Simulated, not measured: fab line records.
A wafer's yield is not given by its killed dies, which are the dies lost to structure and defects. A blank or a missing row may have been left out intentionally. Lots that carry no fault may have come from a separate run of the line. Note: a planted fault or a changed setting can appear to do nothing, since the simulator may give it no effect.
The tool behind it: which one? :: flow n5-finfet :: 24 lots with 72 wafers sampled at 6 steps, on a route of 1938 steps

== WHAT THE GAUGES SHOWED, per wafer ==
N5_BEOL_M3_OCD_MEAS_38. Usual: 54.9 nm for trench-depth-nm, sd 1.
lot: L074
measured: day 8 11:59
on: ocd-01
trench-depth-nm (nm): 55.0 53.4 54.3
flag: 

lot: L075
measured: day 8 17:50
on: ocd-02
trench-depth-nm (nm): 54.8 53.0 55.9
flag: 

lot: L076
measured: day 8 20:53
on: ocd-01
trench-depth-nm (nm): 53.2 54.2 54.1
flag: 

lot: L077
measured: day 8 21:15
on: ocd-01
trench-depth-nm (nm): 55.2 53.6 53.9
flag: 

lot: L079
measured: day 8 21:23
on: ocd-01
trench-depth-nm (nm): 52.7 55.6 56.2
flag: 

lot: L080
measured: day 8 21:34
on: ocd-02
trench-depth-nm (nm): 54.6 55.1 53.7
flag: 

lot: L078
measured: day 9 01:31
on: ocd-02
trench-depth-nm (nm): 54.0 54.5 53.9
flag: 

lot: L081
measured: day 9 03:46
on: ocd-01
trench-depth-nm (nm): 53.9 53.5 55.1
flag: 

lot: L082
measured: day 9 03:47
on: ocd-01
trench-depth-nm (nm): 56.3 56.0 55.8
flag: 

lot: L084
measured: day 10 16:33
on: ocd-02
trench-depth-nm (nm): 55.0 55.0 55.1
flag: 

lot: L083
measured: day 10 15:18
on: ocd-01
trench-depth-nm (nm): 56.4 55.4 56.9
flag: 

lot: L085
measured: day 10 17:01
on: ocd-02
trench-depth-nm (nm): 56.0 54.8 54.4
flag: 

lot: L086
measured: day 10 20:17
on: ocd-02
trench-depth-nm (nm): 53.6 57.2 55.8
flag: 

lot: L087
measured: day 11 09:58
on: ocd-01
trench-depth-nm (nm): 55.0 53.7 54.8
flag: 

lot: L088
measured: day 11 10:05
on: ocd-01
trench-depth-nm (nm): 54.6 54.5 55.4
flag: 

lot: L089
measured: day 11 21:07
on: ocd-02
trench-depth-nm (nm): 56.1 53.4 52.6
flag: 

lot: L090
measured: day 12 00:29
on: ocd-02
trench-depth-nm (nm): 55.0 54.7 54.3
flag: 

lot: L091
measured: day 12 07:26
on: ocd-01
trench-depth-nm (nm): 55.3 54.4 54.7
flag: 

lot: L092
measured: day 12 14:23
on: ocd-02
trench-depth-nm (nm): 55.3 55.4 54.3
flag: 

lot: L093
measured: day 12 18:05
on: ocd-01
trench-depth-nm (nm): 54.7 55.6 55.0
flag: 

lot: L094
measured: day 13 01:13
on: ocd-01
trench-depth-nm (nm): 54.8 57.5 54.4
flag: 

lot: L095
measured: day 13 04:31
on: ocd-02
trench-depth-nm (nm): 53.8 54.3 55.1
flag: 

lot: L097
measured: day 13 07:36
on: ocd-01
trench-depth-nm (nm): 56.2 55.0 56.1
flag: 

lot: L096
measured: day 13 07:40
on: ocd-02
trench-depth-nm (nm): 55.2 55.5 54.9
flag: 

N5_BEOL_M4_CD_MEAS_11 targets a cd of 16.79 nm. Usual: 16.76 nm for cd-nm, sd 0.26.
lot: L074
measured: day 8 18:32
on: cd-sem-01
cd-nm (nm): 16.88 16.87 16.87
flag: 

lot: L075
measured: day 8 22:25
on: cd-sem-03
cd-nm (nm): 16.68 16.36 16.73
flag: 

lot: L076
measured: day 9 01:41
on: cd-sem-02
cd-nm (nm): 16.68 16.78 16.81
flag: 

lot: L077
measured: day 9 04:11
on: cd-sem-03
cd-nm (nm): 16.94 16.96 16.76
flag: 

lot: L079
measured: day 9 04:17
on: cd-sem-02
cd-nm (nm): 16.71 16.45 16.73
flag: 

lot: L080
measured: day 9 04:24
on: cd-sem-01
cd-nm (nm): 16.65 16.70 17.38
flag: 

lot: L078
measured: day 9 08:22
on: cd-sem-03
cd-nm (nm): 17.00 16.72 16.74
flag: 

lot: L081
measured: day 9 09:38
on: cd-sem-02
cd-nm (nm): 16.93 16.49 16.52
flag: 

lot: L082
measured: day 9 10:37
on: cd-sem-03
cd-nm (nm): 16.54 16.75 17.15
flag: 

lot: L084
measured: day 10 21:13
on: cd-sem-02
cd-nm (nm): 16.33 16.46 17.00
flag: 

lot: L083
measured: day 10 21:06
on: cd-sem-01
cd-nm (nm): 17.14 17.08 16.42
flag: 

lot: L085
measured: day 11 01:07
on: cd-sem-03
cd-nm (nm): 16.38 16.96 16.24
flag: 

lot: L086
measured: day 11 02:26
on: cd-sem-01
cd-nm (nm): 16.89 17.17 16.95
flag: 

lot: L087
measured: day 11 18:05
on: cd-sem-03
cd-nm (nm): 16.80 16.73 16.60
flag: 

lot: L088
measured: day 11 18:23
on: cd-sem-03
cd-nm (nm): 16.68 16.40 16.24
flag: 

lot: L089
measured: day 12 01:36
on: cd-sem-01
cd-nm (nm): 17.33 16.39 16.76
flag: 

lot: L090
measured: day 12 07:39
on: cd-sem-02
cd-nm (nm): 17.34 16.97 16.90
flag: 

lot: L091
measured: day 12 15:20
on: cd-sem-03
cd-nm (nm): 16.95 16.76 16.85
flag: 

lot: L092
measured: day 12 19:25
on: cd-sem-02
cd-nm (nm): 16.68 16.96 17.13
flag: 

lot: L093
measured: day 13 01:38
on: cd-sem-01
cd-nm (nm): 16.68 16.68 16.42
flag: 

lot: L094
measured: day 13 08:01
on: cd-sem-03
cd-nm (nm): 16.85 16.96 16.36
flag: 

lot: L095
measured: day 13 11:42
on: cd-sem-03
cd-nm (nm): 16.63 16.41 16.71
flag: 

lot: L097
measured: day 13 13:25
on: cd-sem-02
cd-nm (nm): 16.46 16.40 16.79
flag: 

lot: L096
measured: day 13 16:15
on: cd-sem-03
cd-nm (nm): 16.99 16.96 16.88
flag: 

N5_BEOL_M4_CD_MEAS_28: target cd 26.2 nm, target cd y 24.1 nm. Usual: 26.20 nm for cd-nm, sd 0.25.
lot: L074
measured: day 8 19:32
on: cd-sem-01
cd-nm (nm): 26.07 26.02 26.04
flag: 

lot: L075
measured: day 8 23:25
on: cd-sem-03
cd-nm (nm): 26.58 26.30 26.11
flag: 

lot: L076
measured: day 9 02:41
on: cd-sem-01
cd-nm (nm): 26.62 26.00 26.28
flag: 

lot: L077
measured: day 9 05:11
on: cd-sem-03
cd-nm (nm): 25.93 26.31 25.86
flag: 

lot: L079
measured: day 9 05:23
on: cd-sem-03
cd-nm (nm): 26.05 26.15 26.29
flag: 

lot: L080
measured: day 9 05:34
on: cd-sem-01
cd-nm (nm): 25.63 26.26 26.08
flag: 

lot: L078
measured: day 9 09:26
on: cd-sem-02
cd-nm (nm): 26.31 25.83 25.68
flag: 

lot: L081
measured: day 9 10:38
on: cd-sem-02
cd-nm (nm): 25.88 26.27 25.91
flag: 

lot: L082
measured: day 9 11:47
on: cd-sem-03
cd-nm (nm): 26.33 26.21 26.64
flag: 

lot: L084
measured: day 10 23:13
on: cd-sem-01
cd-nm (nm): 26.23 26.50 26.19
flag: 

lot: L083
measured: day 10 22:53
on: cd-sem-03
cd-nm (nm): 26.38 26.48 26.63
flag: 

lot: L085
measured: day 11 02:37
on: cd-sem-01
cd-nm (nm): 26.39 26.20 26.48
flag: 

lot: L086
measured: day 11 04:12
on: cd-sem-03
cd-nm (nm): 26.05 26.11 26.40
flag: 

lot: L087
measured: day 11 19:05
on: cd-sem-01
cd-nm (nm): 25.69 25.94 25.92
flag: 

lot: L088
measured: day 11 19:23
on: cd-sem-03
cd-nm (nm): 25.99 26.14 26.32
flag: 

lot: L089
measured: day 12 02:38
on: cd-sem-03
cd-nm (nm): 26.16 26.44 26.05
flag: 

lot: L090
measured: day 12 08:39
on: cd-sem-02
cd-nm (nm): 26.24 26.41 25.83
flag: 

lot: L091
measured: day 12 16:13
on: cd-sem-01
cd-nm (nm): 26.08 25.73 25.93
flag: 

lot: L092
measured: day 12 20:28
on: cd-sem-03
cd-nm (nm): 26.08 26.03 26.52
flag: 

lot: L093
measured: day 13 02:41
on: cd-sem-01
cd-nm (nm): 26.46 25.93 26.43
flag: 

lot: L094
measured: day 13 09:01
on: cd-sem-03
cd-nm (nm): 26.31 26.20 26.37
flag: 

lot: L095
measured: day 13 12:56
on: cd-sem-03
cd-nm (nm): 26.29 25.91 26.29
flag: 

lot: L097
measured: day 13 14:18
on: cd-sem-02
cd-nm (nm): 26.20 26.03 26.15
flag: 

lot: L096
measured: day 13 17:33
on: cd-sem-01
cd-nm (nm): 25.98 27.02 26.43
flag: 

== EACH LOT AND THE TOOL THAT RAN IT (in order: tool; ch and the chambers of the sampled wafers; start) ==
lot: L074
N5_BEOL_M3_DESCUM_33: rie-diel-04 ch 0,3, day 8 09:42
N5_BEOL_M3_PRE_CLEAN_45: pvd-sputter-02, day 8 12:19
N5_BEOL_M3_ANNEAL_91: pvd-sputter-03, day 8 14:20

lot: L075
N5_BEOL_M3_DESCUM_33: rie-diel-05 ch 0,2, day 8 14:02
N5_BEOL_M3_PRE_CLEAN_45: pvd-sputter-02, day 8 18:23
N5_BEOL_M3_ANNEAL_91: pvd-sputter-02, day 8 20:10

lot: L076
N5_BEOL_M3_DESCUM_33: rie-diel-02 ch 1,2,3, day 8 16:31
N5_BEOL_M3_PRE_CLEAN_45: pvd-sputter-02, day 8 21:33
N5_BEOL_M3_ANNEAL_91: pvd-sputter-01, day 8 23:22

lot: L077
N5_BEOL_M3_DESCUM_33: rie-diel-04 ch 0,1,3, day 8 16:57
N5_BEOL_M3_PRE_CLEAN_45: pvd-sputter-02, day 8 21:38
N5_BEOL_M3_ANNEAL_91: pvd-sputter-02, day 8 23:49

lot: L079
N5_BEOL_M3_DESCUM_33: rie-diel-04 ch 1,3, day 8 17:49
N5_BEOL_M3_PRE_CLEAN_45: pvd-sputter-03, day 8 21:41
N5_BEOL_M3_ANNEAL_91: pvd-sputter-01, day 9 01:12

lot: L080
N5_BEOL_M3_DESCUM_33: rie-diel-02 ch 2,3, day 8 17:55
N5_BEOL_M3_PRE_CLEAN_45: pvd-sputter-02, day 8 21:52
N5_BEOL_M3_ANNEAL_91: pvd-sputter-03, day 9 01:19

lot: L078
N5_BEOL_M3_DESCUM_33: rie-diel-05 ch 0,1,3, day 8 23:04
N5_BEOL_M3_PRE_CLEAN_45: pvd-sputter-02, day 9 03:38
N5_BEOL_M3_ANNEAL_91: pvd-sputter-01, day 9 05:25

lot: L081
N5_BEOL_M3_DESCUM_33: rie-diel-04 ch 1,3, day 9 02:18
N5_BEOL_M3_PRE_CLEAN_45: pvd-sputter-01, day 9 04:10
N5_BEOL_M3_ANNEAL_91: pvd-sputter-01, day 9 07:15

lot: L082
N5_BEOL_M3_DESCUM_33: rie-diel-02 ch 1,2, day 9 03:00
N5_BEOL_M3_PRE_CLEAN_45: pvd-sputter-03, day 9 04:12
N5_BEOL_M3_ANNEAL_91: pvd-sputter-03, day 9 07:50

lot: L084
N5_BEOL_M3_DESCUM_33: rie-diel-05 ch 2,3, day 9 16:08
N5_BEOL_M3_PRE_CLEAN_45: pvd-sputter-02, day 10 17:02
N5_BEOL_M3_ANNEAL_91: pvd-sputter-01, day 10 18:54

lot: L083
N5_BEOL_M3_DESCUM_33: rie-diel-05 ch 1,2, day 9 16:17
N5_BEOL_M3_PRE_CLEAN_45: pvd-sputter-01, day 10 16:47
N5_BEOL_M3_ANNEAL_91: pvd-sputter-02, day 10 18:34

lot: L085
N5_BEOL_M3_DESCUM_33: rie-diel-02 ch 1,3, day 9 21:14
N5_BEOL_M3_PRE_CLEAN_45: pvd-sputter-01, day 10 17:15
N5_BEOL_M3_ANNEAL_91: pvd-sputter-01, day 10 20:49

lot: L086
N5_BEOL_M3_DESCUM_33: rie-diel-04 ch 0,3, day 10 09:40
N5_BEOL_M3_PRE_CLEAN_45: pvd-sputter-03, day 10 20:32
N5_BEOL_M3_ANNEAL_91: pvd-sputter-01, day 10 22:47

lot: L087
N5_BEOL_M3_DESCUM_33: rie-diel-05 ch 1,3, day 11 08:58
N5_BEOL_M3_PRE_CLEAN_45: pvd-sputter-02, day 11 10:30
N5_BEOL_M3_ANNEAL_91: pvd-sputter-03, day 11 12:13

lot: L088
N5_BEOL_M3_DESCUM_33: rie-diel-02 ch 0,2,3, day 11 09:09
N5_BEOL_M3_PRE_CLEAN_45: pvd-sputter-02, day 11 10:35
N5_BEOL_M3_ANNEAL_91: pvd-sputter-02, day 11 12:17

lot: L089
N5_BEOL_M3_DESCUM_33: rie-diel-05 ch 0,1, day 11 14:27
N5_BEOL_M3_PRE_CLEAN_45: pvd-sputter-02, day 11 21:25
N5_BEOL_M3_ANNEAL_91: pvd-sputter-01, day 11 23:14

lot: L090
N5_BEOL_M3_DESCUM_33: rie-diel-02 ch 0,1,3, day 11 14:46
N5_BEOL_M3_PRE_CLEAN_45: pvd-sputter-03, day 12 00:51
N5_BEOL_M3_ANNEAL_91: pvd-sputter-02, day 12 04:06

lot: L091
N5_BEOL_M3_DESCUM_33: rie-diel-04 ch 0,1,3, day 12 06:43
N5_BEOL_M3_PRE_CLEAN_45: pvd-sputter-03, day 12 07:42
N5_BEOL_M3_ANNEAL_91: pvd-sputter-01, day 12 11:26

lot: L092
N5_BEOL_M3_DESCUM_33: rie-diel-04 ch 1,3, day 12 11:47
N5_BEOL_M3_PRE_CLEAN_45: pvd-sputter-01, day 12 15:17
N5_BEOL_M3_ANNEAL_91: pvd-sputter-01, day 12 17:03

lot: L093
N5_BEOL_M3_DESCUM_33: rie-diel-05 ch 0,2,3, day 12 12:02
N5_BEOL_M3_PRE_CLEAN_45: pvd-sputter-01, day 12 18:27
N5_BEOL_M3_ANNEAL_91: pvd-sputter-03, day 12 20:18

lot: L094
N5_BEOL_M3_DESCUM_33: rie-diel-02 ch 0,1,2, day 12 12:06
N5_BEOL_M3_PRE_CLEAN_45: pvd-sputter-02, day 13 01:35
N5_BEOL_M3_ANNEAL_91: pvd-sputter-01, day 13 03:38

lot: L095
N5_BEOL_M3_DESCUM_33: rie-diel-05 ch 0,3, day 12 17:19
N5_BEOL_M3_PRE_CLEAN_45: pvd-sputter-01, day 13 05:03
N5_BEOL_M3_ANNEAL_91: pvd-sputter-01, day 13 06:59

lot: L097
N5_BEOL_M3_DESCUM_33: rie-diel-05 ch 1,2, day 12 21:47
N5_BEOL_M3_PRE_CLEAN_45: pvd-sputter-02, day 13 08:25
N5_BEOL_M3_ANNEAL_91: pvd-sputter-03, day 13 10:44

lot: L096
N5_BEOL_M3_DESCUM_33: rie-diel-04 ch 0,2,3, day 12 22:14
N5_BEOL_M3_PRE_CLEAN_45: pvd-sputter-02, day 13 08:32
N5_BEOL_M3_ANNEAL_91: pvd-sputter-01, day 13 11:49
- N5_BEOL_M3_DESCUM_33: chemistry O2, time 7 s.
- N5_BEOL_M3_PRE_CLEAN_45: time 30 s.
- N5_BEOL_M3_ANNEAL_91: time 240 s.

== AS READ BY THE TOOLS THEMSELVES (means over the sampled wafers that have a number; for cases with no such wafer, the mark the record gives instead) ==
N5_BEOL_M3_DESCUM_33. Usual: drypump-motor-current-A 5.7 A, standard deviation 0.33; oes-product-au 0.77 a.u., standard deviation 0.1; rf-vpp-V 243.3 V, standard deviation 1.4; showerhead-plenum-p-Torr 2.10 Torr, standard deviation 0.069; throttle-valve-pct 20.41 %, standard deviation 0.25.
lot: L074
tool: rie-diel-04
drypump-motor-current-A (A): 5.6
oes-product-au (a.u.): 0.72
rf-vpp-V (V): 242.6
showerhead-plenum-p-Torr (Torr): 2.05
throttle-valve-pct (%): 20.82
flag: 

lot: L075
tool: rie-diel-05
drypump-motor-current-A (A): 5.5
oes-product-au (a.u.): 0.73
rf-vpp-V (V): 243.2
showerhead-plenum-p-Torr (Torr): 2.07
throttle-valve-pct (%): 20.21
flag: 

lot: L076
tool: rie-diel-02
drypump-motor-current-A (A): 5.7
oes-product-au (a.u.): 0.66
rf-vpp-V (V): 242.5
showerhead-plenum-p-Torr (Torr): 2.11
throttle-valve-pct (%): 20.57
flag: 

lot: L077
tool: rie-diel-04
drypump-motor-current-A (A): 5.7
oes-product-au (a.u.): 0.71
rf-vpp-V (V): 243.2
showerhead-plenum-p-Torr (Torr): 2.07
throttle-valve-pct (%): 20.60
flag: 

lot: L079
tool: rie-diel-04
drypump-motor-current-A (A): 5.8
oes-product-au (a.u.): 0.73
rf-vpp-V (V): 243.4
showerhead-plenum-p-Torr (Torr): 2.10
throttle-valve-pct (%): 20.41
flag: 

lot: L080
tool: rie-diel-02
drypump-motor-current-A (A): 5.6
oes-product-au (a.u.): 0.66
rf-vpp-V (V): 242.8
showerhead-plenum-p-Torr (Torr): 2.07
throttle-valve-pct (%): 20.64
flag: 

lot: L078
tool: rie-diel-05
drypump-motor-current-A (A): 5.6
oes-product-au (a.u.): 0.84
rf-vpp-V (V): 243.8
showerhead-plenum-p-Torr (Torr): 2.14
throttle-valve-pct (%): 20.29
flag: 

lot: L081
tool: rie-diel-04
drypump-motor-current-A (A): 5.8
oes-product-au (a.u.): 0.72
rf-vpp-V (V): 242.8
showerhead-plenum-p-Torr (Torr): 2.10
throttle-valve-pct (%): 20.40
flag: 

lot: L082
tool: rie-diel-02
drypump-motor-current-A (A): 5.7
oes-product-au (a.u.): 0.66
rf-vpp-V (V): 244.6
showerhead-plenum-p-Torr (Torr): 2.15
throttle-valve-pct (%): 20.47
flag: 

lot: L084
tool: rie-diel-05
drypump-motor-current-A (A): 6.2
oes-product-au (a.u.): 0.86
rf-vpp-V (V): 245.0
showerhead-plenum-p-Torr (Torr): 2.17
throttle-valve-pct (%): 20.34
flag: 

lot: L083
tool: rie-diel-05
drypump-motor-current-A (A): 5.3
oes-product-au (a.u.): 0.80
rf-vpp-V (V): 243.8
showerhead-plenum-p-Torr (Torr): 2.11
throttle-valve-pct (%): 20.23
flag: 

lot: L085
tool: rie-diel-02
drypump-motor-current-A (A): 5.6
oes-product-au (a.u.): 0.86
rf-vpp-V (V): 242.6
showerhead-plenum-p-Torr (Torr): 2.08
throttle-valve-pct (%): 20.46
flag: 

lot: L086
tool: rie-diel-04
drypump-motor-current-A (A): 5.6
oes-product-au (a.u.): 0.70
rf-vpp-V (V): 242.4
showerhead-plenum-p-Torr (Torr): 2.01
throttle-valve-pct (%): 20.81
flag: 

lot: L087
tool: rie-diel-05
drypump-motor-current-A (A): 5.9
oes-product-au (a.u.): 0.89
rf-vpp-V (V): 245.0
showerhead-plenum-p-Torr (Torr): 2.19
throttle-valve-pct (%): 20.36
flag: 

lot: L088
tool: rie-diel-02
drypump-motor-current-A (A): 5.5
oes-product-au (a.u.): 0.85
rf-vpp-V (V): 242.5
showerhead-plenum-p-Torr (Torr): 2.05
throttle-valve-pct (%): 20.32
flag: 

lot: L089
tool: rie-diel-05
drypump-motor-current-A (A): 5.2
oes-product-au (a.u.): 0.79
rf-vpp-V (V): 243.2
showerhead-plenum-p-Torr (Torr): 2.11
throttle-valve-pct (%): 20.25
flag: 

lot: L090
tool: rie-diel-02
drypump-motor-current-A (A): 5.5
oes-product-au (a.u.): 0.87
rf-vpp-V (V): 242.7
showerhead-plenum-p-Torr (Torr): 2.06
throttle-valve-pct (%): 20.33
flag: 

lot: L091
tool: rie-diel-04
drypump-motor-current-A (A): 5.7
oes-product-au (a.u.): 0.71
rf-vpp-V (V): 243.1
showerhead-plenum-p-Torr (Torr): 2.06
throttle-valve-pct (%): 20.64
flag: 

lot: L092
tool: rie-diel-04
drypump-motor-current-A (A): 5.6
oes-product-au (a.u.): 0.70
rf-vpp-V (V): 242.4
showerhead-plenum-p-Torr (Torr): 2.03
throttle-valve-pct (%): 20.63
flag: 

lot: L093
tool: rie-diel-05
drypump-motor-current-A (A): 5.8
oes-product-au (a.u.): 0.77
rf-vpp-V (V): 242.9
showerhead-plenum-p-Torr (Torr): 2.12
throttle-valve-pct (%): 20.30
flag: 

lot: L094
tool: rie-diel-02
drypump-motor-current-A (A): 5.6
oes-product-au (a.u.): 0.86
rf-vpp-V (V): 243.4
showerhead-plenum-p-Torr (Torr): 2.09
throttle-valve-pct (%): 20.21
flag: 

lot: L095
tool: rie-diel-05
drypump-motor-current-A (A): 6.0
oes-product-au (a.u.): 0.84
rf-vpp-V (V): 243.2
showerhead-plenum-p-Torr (Torr): 2.17
throttle-valve-pct (%): 20.36
flag: 

lot: L097
tool: rie-diel-05
drypump-motor-current-A (A): 5.6
oes-product-au (a.u.): 0.74
rf-vpp-V (V): 244.8
showerhead-plenum-p-Torr (Torr): 2.09
throttle-valve-pct (%): 20.25
flag: 

lot: L096
tool: rie-diel-04
drypump-motor-current-A (A): 5.7
oes-product-au (a.u.): 0.77
rf-vpp-V (V): 243.0
showerhead-plenum-p-Torr (Torr): 2.03
throttle-valve-pct (%): 20.55
flag: 

N5_BEOL_M3_PRE_CLEAN_45. Usual: 330 W for heater-power-w, sd 29.
lot: L074
tool: pvd-sputter-02
heater-power-w (W): 313
flag: 

lot: L075
tool: pvd-sputter-02
heater-power-w (W): 326
flag: 

lot: L076
tool: pvd-sputter-02
heater-power-w (W): 322
flag: 

lot: L077
tool: pvd-sputter-02
heater-power-w (W): 337
flag: 

lot: L079
tool: pvd-sputter-03
heater-power-w (W): 348
flag: 

lot: L080
tool: pvd-sputter-02
heater-power-w (W): 324
flag: 

lot: L078
tool: pvd-sputter-02
heater-power-w (W): 325
flag: 

lot: L081
tool: pvd-sputter-01
heater-power-w (W): 340
flag: 

lot: L082
tool: pvd-sputter-03
heater-power-w (W): 377
flag: 

lot: L084
tool: pvd-sputter-02
heater-power-w (W): 326
flag: 

lot: L083
tool: pvd-sputter-01
heater-power-w (W): 337
flag: 

lot: L085
tool: pvd-sputter-01
heater-power-w (W): 333
flag: 

lot: L086
tool: pvd-sputter-03
heater-power-w (W): 348
flag: 

lot: L087
tool: pvd-sputter-02
heater-power-w (W): 327
flag: 

lot: L088
tool: pvd-sputter-02
heater-power-w (W): 322
flag: 

lot: L089
tool: pvd-sputter-02
heater-power-w (W): 322
flag: 

lot: L090
tool: pvd-sputter-03
heater-power-w (W): 368
flag: 

lot: L091
tool: pvd-sputter-03
heater-power-w (W): 360
flag: 

lot: L092
tool: pvd-sputter-01
heater-power-w (W): 297
flag: 

lot: L093
tool: pvd-sputter-01
heater-power-w (W): 339
flag: 

lot: L094
tool: pvd-sputter-02
heater-power-w (W): 326
flag: 

lot: L095
tool: pvd-sputter-01
heater-power-w (W): 318
flag: 

lot: L097
tool: pvd-sputter-02
heater-power-w (W): 319
flag: 

lot: L096
tool: pvd-sputter-02
heater-power-w (W): 333
flag: 

N5_BEOL_M3_ANNEAL_91. Usual: 828 W for heater-power-w, sd 96.
lot: L074
tool: pvd-sputter-03
heater-power-w (W): 897
flag: 

lot: L075
tool: pvd-sputter-02
heater-power-w (W): 814
flag: 

lot: L076
tool: pvd-sputter-01
heater-power-w (W): 797
flag: 

lot: L077
tool: pvd-sputter-02
heater-power-w (W): 813
flag: 

lot: L079
tool: pvd-sputter-01
heater-power-w (W): 744
flag: 

lot: L080
tool: pvd-sputter-03
heater-power-w (W): 952
flag: 

lot: L078
tool: pvd-sputter-01
heater-power-w (W): 798
flag: 

lot: L081
tool: pvd-sputter-01
heater-power-w (W): 806
flag: 

lot: L082
tool: pvd-sputter-03
heater-power-w (W): 894
flag: 

lot: L084
tool: pvd-sputter-01
heater-power-w (W): 799
flag: 

lot: L083
tool: pvd-sputter-02
heater-power-w (W): 800
flag: 

lot: L085
tool: pvd-sputter-01
heater-power-w (W): 786
flag: 

lot: L086
tool: pvd-sputter-01
heater-power-w (W): 906
flag: 

lot: L087
tool: pvd-sputter-03
heater-power-w (W): 896
flag: 

lot: L088
tool: pvd-sputter-02
heater-power-w (W): 797
flag: 

lot: L089
tool: pvd-sputter-01
heater-power-w (W): 748
flag: 

lot: L090
tool: pvd-sputter-02
heater-power-w (W): 813
flag: 

lot: L091
tool: pvd-sputter-01
heater-power-w (W): 796
flag: 

lot: L092
tool: pvd-sputter-01
heater-power-w (W): 899
flag: 

lot: L093
tool: pvd-sputter-03
heater-power-w (W): 884
flag: 

lot: L094
tool: pvd-sputter-01
heater-power-w (W): 847
flag: 

lot: L095
tool: pvd-sputter-01
heater-power-w (W): 694
flag: 

lot: L097
tool: pvd-sputter-03
heater-power-w (W): 870
flag: 

lot: L096
tool: pvd-sputter-01
heater-power-w (W): 746
flag: 

== THE ANSWER, worked out from the rows above alone ==
Rule: a lot is off if the mean of its wafers that have a number lies more than 3 standard deviations from the usual mean. Also off: a lot with no number at a reading for which 4 or more lots have one. Where the step has rows for the other lots, those lots are counted as sound. After the gauges, taken in route order, come the tools' own readings; for these a lot's mean is taken, as printed above. At the first step where some lot is off, the reading lying furthest off is the one used; lots without a number count as furthest.
No lot is off on any of the readings shown, so nothing can be concluded from this.

== WHAT THE SIMULATOR PUT IN ==
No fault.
